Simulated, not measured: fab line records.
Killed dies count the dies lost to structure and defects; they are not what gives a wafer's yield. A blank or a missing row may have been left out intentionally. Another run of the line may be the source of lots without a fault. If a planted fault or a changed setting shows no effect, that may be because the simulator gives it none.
A struck lot beside a sound one || flow nand harc || 14 steps out of a route of 1302
Sound: the wafers L287.1, L287.2, L287.5. Struck: wafers L284.1, L284.2, L284.5. The cause is named last.
Each step with rows lists, per side, the tool, then ch with its chambers, then its first start. Under that, the readings that differ: sound wafers || struck wafers || difference of the means || sigmas: that difference in standard deviations of wafers without a fault.
alike: a reading whose means differ by less than 2 such deviations, as well as words and numbers matching on both sides. not compared: withheld readings; readings where some wafer has no value; bounds like >300 that might hide an equal value; numbers whose values overlap and for which the record gives no deviation.
Wherever a step has rows on one side only, a row that says differs or no value, or a row with sigmas, the two part there. Numbers that don't overlap but have no deviation are shown without sigmas and don't part them. A reading missing from all wafers of one side parts the sides only when that side holds two or more wafers.

NHARC_A_BONDPAD_CD_MEAS_09: the cd target is 500 nm.
  sound on cd sem-02 ch 0, day 32 12:40; struck on cd sem-01 ch 0, day 31 06:09
  alike: cd nm
NHARC_A_BONDPAD_OVL_MEAS_35:
  sound on overlay-02 at day 32 12:45; struck on overlay-02 at day 31 06:14
{"reading": "overlay y nm (nm)", "sound": "3 2 3", "struck": "-14 -13 -14", "difference": -16, "sigmas": -2}
  alike: overlay x nm
then, 1 step without rows for these wafers: NHARC_A_BONDPAD_HARDBAKE_10 (time 65 s).
NHARC_A_BONDPAD_DESCUM_11: chemistry O2, time 3 s.
  sound on rie diel-09 ch 2,3, day 32 12:52; struck on rie diel-09 ch 0,1,3, day 31 06:23
{"reading": "throttle valve pct (%)", "sound": "11.285 11.297 11.320", "struck": "11.308 11.336 11.321", "difference": "+0.021", "sigmas": "+2"}
  alike: drypump motor current A, oes product au, rf vpp V, showerhead plenum p Torr
  not compared: rf hours counter h
then, 1 step without rows for these wafers: NHARC_A_BONDPAD_ETCH_34 (etches the open film in N2/H2, target depth 60 nm, overetch 18 nm, time 65.91 s).
NHARC_A_BONDPAD_ETCH_12: etches the open film in CHF3/O2, target depth 220 nm, time 110 s.
  sound on rie diel-09 ch 0,2; struck on rie diel-09 ch 0,3
  alike: drypump motor current A, oes product au, rf vpp V, showerhead plenum p Torr, throttle valve pct
  not compared: rf hours counter h
NHARC_A_BONDPAD_CD_MEAS_13:
  sound on cd sem-01 at day 32 13:11; struck on cd sem-03 at day 31 06:40
  alike: cd nm
NHARC_A_BONDPAD_STRIP_15: strips in O2.
  sound on rie diel-07 ch 0,2,3, day 32 13:16; struck on rie diel-07 ch 0,2,3, day 31 06:46
  alike: drypump motor current A, oes product au, rf vpp V, showerhead plenum p Torr, throttle valve pct
  not compared: rf hours counter h
then, 2 steps without rows for these wafers: NHARC_A_BONDPAD_ETCH_24 (etches the open film in CF4/N2, target depth 30 nm, time 72.99 s); NHARC_A_BONDPAD_STRIP_16 (strips in post etch residue remover, time 600 s).
NHARC_A_BONDPAD_DEGAS_25: time 60 s.
  sound on pvd sputter-01 at day 32 13:49; struck on pvd sputter-01 at day 31 07:17
  alike: heater power w
then, 1 step without rows for these wafers: NHARC_A_BONDPAD_PRE_CLEAN_26 (time 30 s).
NHARC_A_BONDPAD_PVD_17: deposits TaN, target thk 5 nm, time 8.06 s.
  sound on pvd sputter-01 at day 32 13:55; struck on pvd sputter-01 at day 31 07:25
  no value came back on the struck wafers for bias v (V), cathode dc power W (W), throttle valve pct (%); on the sound wafers bias v (V) reads 168.8 169.2 167.3
NHARC_A_BONDPAD_PVD_27: deposits Cu, target thk 30 nm, time 20.49 s.
  sound on pvd sputter-01; struck on pvd sputter-01
  alike: cathode dc power W, chamber pressure pa, throttle valve pct

## WHERE THEY PART
First at NHARC_A_BONDPAD_OVL_MEAS_35; last, within this record, at NHARC_A_BONDPAD_PVD_17. Later steps at which nothing parts them and some readings are alike: NHARC_A_BONDPAD_PVD_27.

WHY: what had been put in by the simulator
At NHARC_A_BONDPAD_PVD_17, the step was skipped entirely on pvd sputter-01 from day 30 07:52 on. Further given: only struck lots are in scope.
